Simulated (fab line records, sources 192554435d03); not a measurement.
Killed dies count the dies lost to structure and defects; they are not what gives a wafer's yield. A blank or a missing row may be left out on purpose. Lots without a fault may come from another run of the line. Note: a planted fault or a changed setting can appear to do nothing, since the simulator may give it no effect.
Lot-split experiment | flow n5_finfet | 21 wafers read from 7 lots, route of 1938 steps

== ON THE SPLIT ==
At N5_BEOL_M10_ETCH_41 (etches SiCN in CH3F/O2, target depth 42.6 nm, time 86 s), the setting source_w was moved away from the recipe's 395 W on 8 of the 21 wafers read, by -10.2% to +16.5%. The other wafers ran this setting at the recipe's value.

The split's own step is where the reading is taken.

== THE READING ==
rf_vpp_V, in V, at N5_BEOL_M10_ETCH_41 (etches SiCN in CH3F/O2, target depth 42.6 nm, time 86 s). On this fab line, fault-free wafers typically give 296.9 V with a standard deviation of 1.3 V.

wafer  | tool, chamber at the split | source_w as run, W | against the recipe | rf_vpp_V, V | against lot-mates on the recipe
L075.1 | rie_diel-03, 2             | 357.2              | -9.6%              | 309.1       | +11.5
L075.4 | rie_diel-03, 3             | 395                | recipe             | 297.4       | -
L075.5 | rie_diel-03, 0             | 395                | recipe             | 297.8       | -
L080.3 | rie_diel-06, 1             | 395                | recipe             | 295.1       | -
L080.4 | rie_diel-06, 2             | 395                | recipe             | 296.4       | -
L080.6 | rie_diel-06, 2             | 395                | recipe             | 296.7       | -
L085.4 | rie_diel-06, 0             | 395                | recipe             | 296.1       | -
L085.5 | rie_diel-06, 1             | 430.6              | +9.0%              | 286.6       | -10.9
L085.6 | rie_diel-06, 0             | 395                | recipe             | 298.8       | -
L083.3 | rie_diel-02, 2             | 460.1              | +16.5%             | 280.4       | -19.4
L083.5 | rie_diel-02, 3             | 395                | recipe             | 299.8       | -
L083.6 | rie_diel-02, 2             | 460.1              | +16.5%             | 281.3       | -18.5
L084.1 | rie_diel-02, 3             | 395                | recipe             | 298.3       | -
L084.2 | rie_diel-02, 2             | 395                | recipe             | 296.7       | -
L084.5 | rie_diel-02, 2             | 395                | recipe             | 296.7       | -
L090.2 | rie_diel-02, 1             | 395                | recipe             | 297.3       | -
L090.3 | rie_diel-02, 2             | 361.3              | -8.5%              | 304.9       | +7.6
L090.6 | rie_diel-02, 2             | 361.3              | -8.5%              | 304.5       | +7.2
L092.1 | rie_diel-06, 2             | 354.8              | -10.2%             | 305.4       | +10.0
L092.2 | rie_diel-06, 3             | 354.8              | -10.2%             | 307.3       | +11.9
L092.4 | rie_diel-06, 1             | 395                | recipe             | 295.4       | -

THE FIT
A straight line over all 21 wafers: rf_vpp_V changes by -0.995 V for each +1% of source_w; r = -0.98; the points scatter about the line by 1.4 V.
The same after taking each lot's own level away (the mean of its wafers on the recipe; 21 wafers): -1.11 V for each +1%; r = -0.99; scatter 0.99 V.
On that fit, the largest move of source_w shifts the reading by 18 V.
Across the lots, their own levels run from 295.40 to 299.80 V, a range of 3.4 times the standard deviation given above.
So the lot-to-lot level changes the slope: the two fits differ.
Check: for one of the wafers moved furthest among these (+16.5%), held out of the fit, the line's prediction against its lot-mates is -18.1 V. Against them it came out at -19.4 V.
Tool readings at the split's step, against how far the setting was moved: rf_vpp_V r = -0.98.

== THE OTHER SPLITS THESE WAFERS WENT THROUGH ==
Note: prior to the reading, these wafers also went through further splits. Each is held against what the fit with the lots' levels taken away leaves over:
other split on the same wafers | wafers away from the commonest value | r with rf_vpp_V (lot level and that fit taken away)
N5_BEOL_M8_DESCUM_33 time_s    | 6                                    | -0.20
N5_BEOL_M9_DESCUM_16 time_s    | 7                                    | +0.11
N5_BEOL_M9_COAT_63 spin_rpm    | 7                                    | -0.02
N5_BEOL_M10_VIA_ETCH_34 bias_w | 6                                    | +0.31

== THE FILE'S OWN FIT ==
rf_vpp_V changes by -1.12 V for each +1% of source_w, r = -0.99.
